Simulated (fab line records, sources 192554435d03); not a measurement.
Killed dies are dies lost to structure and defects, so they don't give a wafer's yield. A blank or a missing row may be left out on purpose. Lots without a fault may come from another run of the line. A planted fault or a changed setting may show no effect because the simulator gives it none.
Split-lot experiment | flow n5_finfet | 7 lots, 39 wafers read, on a route of 1938 steps

THE SPLIT
At N5_MOL_CONTACT_COAG_EXPOSE_37 (exposes mask VD, defocus 0 nm), the setting dose_mj was moved away from the recipe's 62 on 18 of the 39 wafers read, by -7.1% to +7.6%. The other wafers ran this setting at the recipe's value.

FROM THE SPLIT TO THE READING: what the file shows between them, 5 steps
- N5_MOL_CONTACT_COAG_PEB_38: peb time 60 s
- N5_MOL_CONTACT_COAG_DEVELOP_39: develop time 30 s
- N5_MOL_CONTACT_COAG_CD_MEAS_40: target cd 25.1 nm
- N5_MOL_CONTACT_COAG_PRECLEAN_138: cleans in alkaline clean, time 60 s
- N5_MOL_CONTACT_COAG_SRD_139: time 30 s

THE READING
cd_nm, in nm, at N5_MOL_CONTACT_COAG_CD_MEAS_101 (target cd 16 nm). Fault-free wafers of this fab line usually give 16.0 nm, standard deviation 0.36 nm.

wafer  | tool, chamber at the split | dose_mj as run | against the recipe | cd_nm, nm | against lot-mates on the recipe
L075.1 | euv_scanner-01, 0          | 64.06          | +3.3%              | 16.6      | +0.9
L075.2 | euv_scanner-01, 0          | 62             | recipe             | 16.0      | -
L075.3 | euv_scanner-01, 0          | 62             | recipe             | 15.4      | -
L075.4 | euv_scanner-01, 0          | 64.06          | +3.3%              | 16.3      | +0.6
L075.5 | euv_scanner-01, 0          | 62             | recipe             | 15.8      | -
L075.6 | euv_scanner-01, 0          | 64.06          | +3.3%              | 16.2      | +0.5
L080.3 | euv_scanner-01, 0          | 62             | recipe             | 16.0      | -
L080.4 | euv_scanner-01, 0          | 62             | recipe             | 15.5      | -
L080.6 | euv_scanner-01, 0          | 62             | recipe             | 16.8      | -
L082.1 | euv_scanner-01, 0          | 58.55          | -5.6%              | 15.4      | -0.7
L082.2 | euv_scanner-01, 0          | 62             | recipe             | 16.0      | -
L082.3 | euv_scanner-01, 0          | 62             | recipe             | 15.8      | -
L082.4 | euv_scanner-01, 0          | 62             | recipe             | 16.4      | -
L082.5 | euv_scanner-01, 0          | 58.55          | -5.6%              | 15.1      | -1.0
L082.6 | euv_scanner-01, 0          | 58.55          | -5.6%              | 14.4      | -1.7
L083.1 | euv_scanner-02, 0          | 62             | recipe             | 15.7      | -
L083.2 | euv_scanner-02, 0          | 66.71          | +7.6%              | 17.2      | +1.5
L083.3 | euv_scanner-02, 0          | 62             | recipe             | 16.0      | -
L083.4 | euv_scanner-02, 0          | 62             | recipe             | 15.3      | -
L083.5 | euv_scanner-02, 0          | 66.71          | +7.6%              | 17.4      | +1.7
L083.6 | euv_scanner-02, 0          | 66.71          | +7.6%              | 17.4      | +1.7
L088.1 | euv_scanner-01, 0          | 62             | recipe             | 16.0      | -
L088.2 | euv_scanner-01, 0          | 64.74          | +4.4%              | 16.7      | +0.8
L088.3 | euv_scanner-01, 0          | 62             | recipe             | 15.9      | -
L088.4 | euv_scanner-01, 0          | 64.74          | +4.4%              | 16.3      | +0.4
L088.5 | euv_scanner-01, 0          | 62             | recipe             | 15.9      | -
L088.6 | euv_scanner-01, 0          | 64.74          | +4.4%              | 17.3      | +1.4
L094.1 | euv_scanner-02, 0          | 62             | recipe             | 16.1      | -
L094.2 | euv_scanner-02, 0          | 57.66          | -7.0%              | 14.7      | -1.4
L094.3 | euv_scanner-02, 0          | 57.66          | -7.0%              | 14.2      | -1.9
L094.4 | euv_scanner-02, 0          | 62             | recipe             | 16.0      | -
L094.5 | euv_scanner-02, 0          | 57.66          | -7.0%              | 14.4      | -1.7
L094.6 | euv_scanner-02, 0          | 62             | recipe             | 16.2      | -
L097.1 | euv_scanner-02, 0          | 62             | recipe             | 15.4      | -
L097.2 | euv_scanner-02, 0          | 57.57          | -7.1%              | 15.4      | -0.6
L097.3 | euv_scanner-02, 0          | 62             | recipe             | 16.5      | -
L097.4 | euv_scanner-02, 0          | 57.57          | -7.1%              | 14.2      | -1.8
L097.5 | euv_scanner-02, 0          | 57.57          | -7.1%              | 14.4      | -1.6
L097.6 | euv_scanner-02, 0          | 62             | recipe             | 16.1      | -

THE FIT
A straight line over all 39 wafers: cd_nm changes by +0.185 nm for each +1% of dose_mj; r = +0.90; the points scatter about the line by 0.37 nm.
The same after taking each lot's own level away (the mean of its wafers on the recipe; 39 wafers): +0.209 nm for each +1%; r = +0.93; scatter 0.35 nm.
On that fit, the largest move of dose_mj shifts the reading by 1.6 nm.
The lots' own levels span 15.67 to 16.10 nm, that is 1.2 times the standard deviation above.
So the lot-to-lot level changes the slope: the two fits differ.
Check: with one of the wafers moved furthest among these (+7.6%) left out of the fit, the line predicts +1.59 nm for it against its lot-mates. It came out at +1.53 nm against them.

OTHER SPLITS ON THESE WAFERS
These wafers also went through other splits before the reading. Each is held against what the fit with the lots' levels taken away leaves over:
other split on the same wafers    | wafers away from the commonest value | r with cd_nm (lot level and that fit taken away)
N5_FIN_SAQP_SPACER1_ALD_24 temp_c | 12                                   | +0.13
N5_FIN_SAQP_FIN_ETCH_36 bias_w    | 15                                   | -0.09
N5_DUMMY_GATE_ETCH_37 source_w    | 9                                    | +0.04
N5_SD_EPI_N_EXPOSE_06 dose_mj     | 15                                   | -0.15
N5_GATE_CUT_CUT_ETCH_53 icp_w     | 15                                   | +0.05

THE WHOLE CHAIN: every reading that the file lists as answering this split, in the file's order
step                            | what it does      | reading | change (the file's fit)               | r (the file's)
N5_MOL_CONTACT_COAG_CD_MEAS_40  | target cd 25.1 nm | cd_nm   | +0.201 nm for each +1% of the setting | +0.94
N5_MOL_CONTACT_COAG_CD_MEAS_101 | target cd 16 nm   | cd_nm   | +0.211 nm for each +1% of the setting | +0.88

THE FILE'S OWN FIT
cd_nm changes by +0.211 nm for each +1% of dose_mj, r = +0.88.
